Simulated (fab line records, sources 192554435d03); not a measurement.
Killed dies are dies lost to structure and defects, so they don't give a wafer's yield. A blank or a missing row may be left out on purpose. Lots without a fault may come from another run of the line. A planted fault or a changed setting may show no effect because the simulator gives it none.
fab line records | flow n5_finfet | part 2 of 2: steps 20 to 28 of 28
record lots=5 wafers=15 last_day=18
route steps=1938 shown MOL_CONTACT_COAG@616 BEOL_M0_SAQP@632
lots that met no fault: from a run of the same line without faults
start_h: hours from the record's first day to the start of the lot's first wafer shown | wait_h: hours since the lot's step before | " the same as in the row above | L1.1+2: a row that stands for several wafers | - no value, or no start given | * or withheld: withheld | < > ~ a bound
route shown NAME@n: a module of which the file shows steps, and the number in the route of the first | usual: mean/standard deviation of fault-free wafers | same: alike in all rows | chamber/n: place in a boat | sites: the reading at each site | _std_site: their standard deviation | _edge_site: outer sites' mean less inner sites' | radius_mm: how far each site lies from the wafer's centre | mask NAME#n: copy n | behind: the tool/chamber that last shaped the wafer | hold: why the lot was held/for how many hours/how that ended | device: the transistor (n, p or np) that didn't switch | end of line: the same wafers' tests at the end of the route | a step without rows: its recipe alone | killed: dies lost to structure and defects at the first sort, not the wafer's yield | map: a wafer's dies, x killed, . not, _ none there
set.NAME: the setting as run; set.NAME@STEP: as run at that earlier step | model.NAME: the simulator's own value behind a step, which no gauge read
lots at some steps of the route; a table a step, a row a wafer
services: from which hour (start_h, from the record's first day; less than 0 if before it) a tool's chamber was out of use, for how many hours, and why
## steps
# step N5_BEOL_M0_SAQP_PECVD_96
# recipe material=a-Si target_thk_a=450 temp_c=350 precursor=SiH4/He pressure_torr=3 rf_w=100 time_s=45.2
# usual heater_power_w=667/84 showerhead_plenum_p_Torr=5.64/0.036 showerhead_vpp_V=628/24 throttle_valve_pct=18.0/1
# columns lot.wafer tool chamber start_h wait_h heater_power_w showerhead_plenum_p_Torr showerhead_vpp_V throttle_valve_pct
L074.1 pecvd-02 0 109.07 0.0 621 5.74 613 19.7
L074.3 " 1 " " 579 5.64 647 18.4
L074.5 " 1 " " 565 5.64 644 18.4
L084.1 pecvd-04 2 173.58 0.0 758 5.59 626 17.8
L084.2 " 1 " " 653 5.63 624 20.3
L084.4 " 2 " " 758 5.59 621 17.9
L087.3 pecvd-04 2 192.95 0.0 804 5.59 625 18.2
L087.4 " 1 " " 579 5.64 625 20.4
L087.6 " 2 " " 787 5.60 623 18.2
L090.1 pecvd-03 1 204.79 0.0 601 5.62 661 17.5
L090.2 " 2 " " 808 5.64 610 17.7
L090.3 " 0 " " 683 5.62 598 17.4
L092.1 pecvd-02 1 215.36 0.0 610 5.65 638 18.5
L092.2 " 0 " " 693 5.74 621 19.3
L092.6 " 0 " " 674 5.72 620 19.4
# step N5_BEOL_M0_SAQP_PECVD_97
# recipe material=SiNx target_thk_a=230 temp_c=350 precursor=SiH4/NH3/N2 pressure_torr=1.5 rf_w=300 time_s=19.9
# usual heater_power_w=595/80 showerhead_plenum_p_Torr=5.10/0.051 showerhead_vpp_V=1088/40 throttle_valve_pct=39.6/2.2
# columns lot.wafer tool chamber start_h wait_h heater_power_w showerhead_plenum_p_Torr showerhead_vpp_V throttle_valve_pct
L074.1 pecvd-02 0 109.12 0.0 660 5.22 1065 42.9
L074.3 " 1 " " 490 5.11 1084 40.3
L074.5 " 1 " " 485 5.10 1116 40.3
L084.1 pecvd-04 2 173.63 0.0 670 5.03 1094 39.7
L084.2 " 1 " " 528 5.10 1077 44.6
L084.4 " 2 " " 686 5.03 1095 39.4
L087.3 pecvd-04 2 192.99 0.0 700 5.01 1086 39.3
L087.4 " 1 " " 485 5.10 1071 44.7
L087.6 " 2 " " 659 5.04 1088 39.6
L090.1 pecvd-03 1 204.83 0.0 557 5.05 1133 38.6
L090.2 " 2 " " 640 5.13 1064 37.8
L090.3 " 0 " " 610 5.08 1067 38.6
L092.1 pecvd-02 1 215.43 0.0 506 5.11 1106 40.3
L092.2 " 0 " " 581 5.25 1067 43.0
L092.6 " 0 " " 586 5.25 1047 43.0
# step N5_BEOL_M0_SAQP_PECVD_04
# recipe material=a-Si target_thk_a=600 temp_c=350 precursor=SiH4/He pressure_torr=3 rf_w=100 time_s=60.2
# usual heater_power_w=665/81 showerhead_plenum_p_Torr=5.63/0.036 showerhead_vpp_V=629/24 throttle_valve_pct=18.0/1
# columns lot.wafer tool chamber start_h wait_h heater_power_w showerhead_plenum_p_Torr showerhead_vpp_V throttle_valve_pct
L074.1 pecvd-02 0 109.16 0.0 728 5.74 621 19.3
L074.3 " 1 " " 519 5.63 642 18.4
L074.5 " 1 " " 524 5.64 648 18.3
L084.1 pecvd-04 2 173.67 0.0 755 5.58 635 18.0
L084.2 " 1 " " 605 5.65 619 20.5
L084.4 " 2 " " 784 5.59 622 18.1
L087.3 pecvd-04 2 193.03 0.0 833 5.57 630 18.1
L087.4 " 1 " " 637 5.63 621 20.3
L087.6 " 2 " " 843 5.60 633 18.1
L090.1 pecvd-03 1 204.87 0.0 606 5.61 658 17.6
L090.2 " 2 " " 814 5.67 600 17.1
L090.3 " 0 " " 656 5.62 607 17.5
L092.1 pecvd-02 1 215.48 0.0 589 5.63 651 18.1
L092.2 " 0 " " 697 5.74 613 19.6
L092.6 " 0 " " 708 5.72 615 19.4
# step N5_BEOL_M0_SAQP_THK_MEAS_05
# usual thk_nm=59.7/0.8
# columns lot.wafer tool chamber start_h wait_h thk_nm
L074.1 film_metro-01 - 109.25 0.1 59.2
L074.3 " - " " 59.7
L074.5 " - " " 60.1
L084.1 film_metro-01 - 173.76 0.1 59.2
L084.2 " - " " 58.5
L084.4 " - " " 59.8
L087.3 film_metro-01 - 193.13 0.1 58.5
L087.4 " - " " 59.4
L087.6 " - " " 60.2
L090.1 film_metro-01 - 204.97 0.1 59.2
L090.2 " - " " 59.1
L090.3 " - " " 58.9
L092.1 film_metro-02 - 215.61 0.1 58.7
L092.2 " - " " 58.6
L092.6 " - " " 59.7
# step N5_BEOL_M0_SAQP_HM_DEP_111
# recipe material=SiO2 target_thk_a=120 temp_c=400 precursor=SiH4/N2O pressure_torr=0.75 rf_w=275 time_s=7.2
# usual heater_power_w=823/100 showerhead_plenum_p_Torr=8.11/0.13 showerhead_vpp_V=1050/41
# columns lot.wafer tool chamber start_h wait_h heater_power_w showerhead_plenum_p_Torr showerhead_vpp_V
L074.1 pecvd-03 1 109.29 0.0 687 7.97 1087
L074.3 " 0 " " 836 7.99 992
L074.5 " 2 " " 1015 8.11 1032
L084.1 pecvd-02 1 173.80 0.0 748 8.09 1062
L084.2 " 0 " " 954 8.32 1022
L084.4 " 0 " " 972 8.33 1018
L087.3 pecvd-04 1 193.16 0.0 700 8.05 1027
L087.4 " 0 " " 747 8.10 1061
L087.6 " 1 " " 706 8.06 1042
L090.1 pecvd-02 0 205.00 0.0 950 8.35 1015
L090.2 " 1 " " 748 8.07 1064
L090.3 " 0 " " 930 8.34 1035
L092.1 pecvd-02 0 215.65 0.0 873 8.32 1032
L092.2 " 1 " " 749 8.07 1065
L092.6 " 0 " " 857 8.35 1019
# step N5_BEOL_M0_SAQP_COAT_81
# recipe resist=SOC temp_c=250 time_s=60 spin_rpm=1500 resist_thk_nm=100
# usual exhaust_pa=45.0/0.86 heater_power_total_W=500.7/1.9
# columns lot.wafer tool chamber start_h wait_h exhaust_pa heater_power_total_W
L074.1 litho_track-01 0 109.37 0.1 45.9 498.1
L074.3 " 0 " " 45.0 501.1
L074.5 " 0 " " 46.4 500.0
L084.1 litho_track-01 0 173.90 0.1 44.2 501.8
L084.2 " 0 " " 45.1 501.7
L084.4 " 0 " " 46.5 500.8
L087.3 litho_track-01 0 193.24 0.1 45.6 502.6
L087.4 " 0 " " 46.2 501.6
L087.6 " 0 " " 44.4 502.4
L090.1 litho_track-04 0 205.10 0.1 45.3 503.2
L090.2 " 0 " " 43.9 503.1
L090.3 " 0 " " 44.1 502.5
L092.1 litho_track-05 0 215.75 0.1 45.0 498.1
L092.2 " 0 " " 44.8 497.4
L092.6 " 0 " " 43.7 502.3
# step N5_BEOL_M0_SAQP_COAT_82
# recipe resist=SiARC temp_c=220 time_s=60 spin_rpm=1500 resist_thk_nm=30
# usual exhaust_pa=44.9/0.88 heater_power_total_W=427.2/2.1
# columns lot.wafer tool chamber start_h wait_h exhaust_pa heater_power_total_W
L074.1 litho_track-01 0 - - 45.0 425.7
L074.3 " 0 " " 45.0 428.6
L074.5 " 0 " " 45.3 424.2
L084.1 litho_track-01 0 - - 44.2 424.0
L084.2 " 0 " " 46.0 426.3
L084.4 " 0 " " 45.8 425.0
L087.3 litho_track-01 0 - - 43.6 429.9
L087.4 " 0 " " 43.2 429.2
L087.6 " 0 " " 44.9 429.3
L090.1 litho_track-04 0 - - 44.9 429.7
L090.2 " 0 " " 44.5 427.8
L090.3 " 0 " " 44.8 426.3
L092.1 litho_track-05 0 - - 45.6 426.3
L092.2 " 0 " " 46.3 427.6
L092.6 " 0 " " 45.4 425.5
# step N5_BEOL_M0_SAQP_COAT_08
# recipe resist=CAR-ArF spin_rpm=1500 resist_thk_nm=90
# usual exhaust_pa=44.9/0.83
# columns lot.wafer tool chamber start_h wait_h exhaust_pa
L074.1 litho_track-01 0 - - 45.0
L074.3 " 0 " " 46.2
L074.5 " 0 " " 45.4
L084.1 litho_track-01 0 - - 42.4
L084.2 " 0 " " 42.0
L084.4 " 0 " " 42.7
L087.3 litho_track-01 0 - - 44.5
L087.4 " 0 " " 45.2
L087.6 " 0 " " 44.8
L090.1 litho_track-04 0 - - 46.1
L090.2 " 0 " " 44.7
L090.3 " 0 " " 45.7
L092.1 litho_track-05 0 - - 44.5
L092.2 " 0 " " 45.1
L092.6 " 0 " " 45.4
# step N5_BEOL_M0_SAQP_EBR_10
# recipe solvent=PGMEA ebr_width_mm=1.5
# usual exhaust_pa=45.1/1.1
# columns lot.wafer tool chamber start_h wait_h exhaust_pa
L074.1 litho_track-01 0 - - 45.1
L074.3 " 0 " " 44.5
L074.5 " 0 " " 44.5
L084.1 litho_track-01 0 - - 42.9
L084.2 " 0 " " 43.2
L084.4 " 0 " " 43.7
L087.3 litho_track-01 0 - - 45.9
L087.4 " 0 " " 45.3
L087.6 " 0 " " 45.3
L090.1 litho_track-04 0 - - 45.1
L090.2 " 0 " " 43.7
L090.3 " 0 " " 44.0
L092.1 litho_track-05 0 - - 46.2
L092.2 " 0 " " 44.2
L092.6 " 0 " " 46.4
## services
# columns tool chamber start_h hours kind
plasma_asher-02 - 85.02 28.1 pm
rie_diel-01 1 88.33 1.7 repair
pvd_sputter-03 - 93.21 4.6 repair
cvd_w-02 1 98.14 14.7 repair
rie_diel-01 1 111.49 9.7 repair
cmp-01 - 118.48 0.8 repair
cvd_w-01 - 124.68 0.6 repair
pecvd-03 - 125.98 0.6 repair
rie_diel-06 0 130.10 4.0 repair
cvd_w-01 0 134.87 1.9 repair
cvd_w-02 - 140.87 14.6 pm
wet_bench-06 - 143.08 6.4 repair
pecvd-03 0 144.63 19.6 repair
plasma_asher-02 - 145.98 1.2 repair
rie_diel-01 3 156.77 43.4 repair
cvd_w-01 - 158.57 1.6 repair
pecvd-02 2 163.09 76.1 repair
cvd_w-02 - 169.15 0.6 repair
rie_diel-04 1 171.89 1.4 repair
rie_diel-06 3 181.80 17.0 repair
cmp-01 - 183.03 4.0 pm
rie_diel-01 - 202.64 0.5 repair
cvd_w-02 0 211.58 5.0 repair
cmp-01 - 212.85 1.8 repair
